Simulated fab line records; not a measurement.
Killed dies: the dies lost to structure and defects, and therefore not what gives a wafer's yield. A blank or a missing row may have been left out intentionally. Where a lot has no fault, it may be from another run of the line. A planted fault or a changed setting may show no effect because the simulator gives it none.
8D (eight disciplines) problem report, filled in by code	flow nand_harc	the parts of the form that need people (team, actions taken, sign-off) are left out

## 1. PROBLEM STATEMENT
thk_nm at NHARC_A_ONON_D2_THK_MEAS_05 reads a mean of 1555 nm on 3 wafers of 3 lots; wafers without a fault read 1001 nm with a standard deviation of 10. That puts it +55 standard deviations away from the usual mean.
The step: measures by ellipsometry.
Seen first at day 14 09:16 on film_metro-01, wafer L394.1. The record holds 36 wafers of 13 lots with a number at this step. Rule for "out" (also "out of limits"): further than 4 standard deviations from the usual mean. The rest of the wafers with a number are treated as sound.

## 2. WHAT IT IS, WHAT IT ISN'T
question	is	is not
which readings at this step	thk_nm	-
which lots	L394, L397, L398	L389, L390, L391, L401, L402, L404, L405, L409, L410, L412
which wafers of those lots	L394.1, L397.1, L398.5	L394.6, L397.2, L398.2
read on which gauges	film_metro-01, film_metro-02	-
when	from day 14 09:16	up to then (10 sound wafers); but 23 sound wafers of L397, L398, L401, L402, L404, L405, L409, L410, L412 came after

## 3. WHAT RULES OUT EACH SUSPECT
Counting: a tool at a process step up to the reading stays a suspect if it ran every lot that is out. Sound lots after the first of them don't rule it out here, since some wafers of a struck lot are sound.
- ruled out: the gauge at NHARC_A_ONON_D2_THK_MEAS_05. The wafers that are out were read on 2 gauges (film_metro-01, film_metro-02).
- rie_diel-02 at NHARC_A_CHANNEL_HOLE_D1_ETCH_38 (etches the open film in CF4, target depth 39 nm, time 65 s): kept. It ran every lot that is out, first L394 (day 10 15:47).
- pecvd_onon-03 at NHARC_A_ONON_D2_DEP_03 (target thk 1000 nm): kept. Every lot that is out went through it, the first being L394 (day 14 08:46); the last sound lot it ran before that was L389 (day 12 18:01).
The count leaves pecvd_onon-03 at NHARC_A_ONON_D2_DEP_03 and rie_diel-02 at NHARC_A_CHANNEL_HOLE_D1_ETCH_38.

## 4. THE CAUSE (what the simulator had put in)
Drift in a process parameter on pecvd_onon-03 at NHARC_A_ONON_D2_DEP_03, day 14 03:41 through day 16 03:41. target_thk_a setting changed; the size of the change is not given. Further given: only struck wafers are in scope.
Of the 2 suspects that counting leaves, this tool is one.

## 5. THE EFFECT CHAIN, in route order
Rows list readings where the struck wafers' mean (over those with a number) sits beyond 3 standard deviations from the usual. Only readings for which the record gives a usual standard deviation are gone through. hours: the time from each lot's start at the first step in this table that gives one to its start at this step, as a median over the lots. sigmas: the change in usual standard deviations.
hours	step	reading	usual	on struck wafers	change	sigmas
0	NHARC_A_ONON_D2_THK_MEAS_05	thk_nm	1001 nm	1555	+554	+55
282	NHARC_END_SORT_01	killed_at_array	54	675	+621	+39
282	NHARC_END_SORT_01	killed_dies	58	677	+619	+39

## 6. WHAT WOULD HAVE CAUGHT IT SOONER
Counted from the fault's start at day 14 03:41, it took 6 hours until the first out-of-limits reading at a measuring or inspecting step in this record, taken at day 14 09:16.
Tool readings at NHARC_A_ONON_D2_DEP_03 with a usual standard deviation given in the record: none out on any struck wafer, hence no alarm at a limit of 4 standard deviations on them.
Lots out: 3; of these, L397, L398 started NHARC_A_ONON_D2_DEP_03 on pecvd_onon-03 after day 14 09:16. A hold on the tool at that time would have spared those 2.
